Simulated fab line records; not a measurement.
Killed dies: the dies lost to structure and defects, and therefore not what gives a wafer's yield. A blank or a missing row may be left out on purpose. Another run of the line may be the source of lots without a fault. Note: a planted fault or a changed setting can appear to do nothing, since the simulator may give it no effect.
Which tool did it?    flow n5_finfet    Sampling: 24 lots, 72 wafers, 2 of 1938 route steps

WHAT THE GAUGES SHOWED, per wafer
N5_BEOL_M10_RS_MEAS_57: uses a four-point probe to measure.
lot   measured      on             M10_RS (ohm/sq)
L075  day 11 06:03  film_metro-02  0.1559 0.1483 0.1592
L074  day 11 06:19  film_metro-02  0.1534 0.1467 0.1526
L076  day 11 12:15  film_metro-02  0.1500 0.1457 0.1466
L078  day 12 07:14  film_metro-02  0.1537 0.1552 0.1519
L077  day 12 14:07  film_metro-01  0.1485 0.1484 0.1555
L079  day 13 06:05  film_metro-01  0.1485 0.1539 0.1480
L081  day 13 08:29  film_metro-02  0.1496 0.1482 0.1526
L080  day 13 10:09  film_metro-02  0.1541 0.1531 0.1490
L082  day 13 18:53  film_metro-02  0.1533 0.1500 0.1467
L083  day 14 18:38  film_metro-02  0.1512 0.1533 0.1533
L085  day 15 11:20  film_metro-02  0.1506 0.1546 0.1469
L084  day 15 11:42  film_metro-02  0.1521 0.1545 0.1530
L088  day 15 16:31  film_metro-02  0.1469 0.1492 0.1568
L086  day 16 00:14  film_metro-01  0.1510 0.1505 0.1494
L087  day 16 00:37  film_metro-01  0.1512 0.1484 0.1507
L089  day 16 03:22  film_metro-01  0.1515 0.1510 0.1508
L092  day 16 08:10  film_metro-02  0.1459 0.1486 0.1483
L090  day 16 11:06  film_metro-02  0.1535 0.1502 0.1504
L091  day 16 17:28  film_metro-01  0.1532 0.1544 0.1516
L094  day 16 22:40  film_metro-01  0.1501 0.1494 0.1522
L093  day 17 00:49  film_metro-02  0.1471 0.1555 0.1552
L096  day 17 07:04  film_metro-01  0.1486 0.1502 0.1477
L095  day 17 07:25  film_metro-02  0.1491 0.1506 0.1509
L097  day 18 12:18  film_metro-01  0.1476 0.1504 0.1493

N5_BEOL_M11_CD_MEAS_11 targets a cd of 64.1 nm.
lot   measured      on         cd_nm (nm)
L075  day 11 08:49  cd_sem-03  64.1 63.5 63.4
L074  day 11 08:47  cd_sem-01  63.2 63.2 64.1
L076  day 11 13:47  cd_sem-03  63.8 64.7 63.5
L078  day 12 09:27  cd_sem-01  64.7 64.5 65.0
L077  day 12 15:55  cd_sem-03  64.0 64.4 63.3
L079  day 13 07:53  cd_sem-03  64.4 63.8 64.4
L081  day 13 12:08  cd_sem-01  65.3 65.4 65.1
L080  day 13 12:31  cd_sem-03  65.7 64.3 65.3
L082  day 13 21:50  cd_sem-02  64.0 63.5 63.3
L083  day 14 23:08  cd_sem-03  64.4 63.6 64.3
L085  day 15 14:43  cd_sem-03  64.7 64.8 64.5
L084  day 15 14:53  cd_sem-01  63.2 64.1 63.4
L088  day 15 17:58  cd_sem-02  64.5 64.1 64.3
L086  day 16 02:20  cd_sem-01  64.4 64.2 63.8
L087  day 16 02:43  cd_sem-01  63.3 63.5 64.4
L089  day 16 07:52  cd_sem-03  63.5 63.8 64.0
L092  day 16 09:38  cd_sem-03  63.5 63.1 64.1
L090  day 16 14:56  cd_sem-02  65.0 64.6 64.7
L091  day 16 19:35  cd_sem-01  65.0 65.0 64.3
L094  day 17 00:53  cd_sem-03  63.6 63.8 63.8
L093  day 17 02:22  cd_sem-01  63.2 63.7 63.9
L096  day 17 09:38  cd_sem-01  64.3 63.7 63.1
L095  day 17 10:40  cd_sem-02  63.8 64.1 64.7
L097  day 18 14:13  cd_sem-03  64.1 64.0 63.8

TOOL THAT RAN EACH LOT (tool first, then ch and the chambers of the sampled wafers, then the start)
Record: no process step prior to these readings.

AS READ BY THE TOOLS THEMSELVES (means over the sampled wafers that have a number; for cases with no such wafer, the mark the record gives instead)
The record holds no such reading with a usual standard deviation.

THE ANSWER, worked out from the rows above alone
Rule: usual is defined by the lots themselves. Put in order of their means at a reading, lots are off if they are a third of the lots or fewer, leave a main group of 4 or more, and stand apart from it by a gap of 3 or more times the standard deviation of the main group's means; of several such gaps the widest counts. The tables above print the reading to a certain number of digits; a main group whose means all agree to those digits is not used. Also off: a lot with no number at a reading for which 4 or more lots have one. The other lots that the step has rows for count as sound. Order of review: gauges by route order, followed by the tools' own readings, for which a lot's mean as printed above is used. The first step at which some lot is off is used, and at that step the reading that is off furthest; a lot without a number counts as furthest.
Nothing can be told from this: no lot is off at any reading shown.

WHAT HAD BEEN PUT IN BY THE SIMULATOR
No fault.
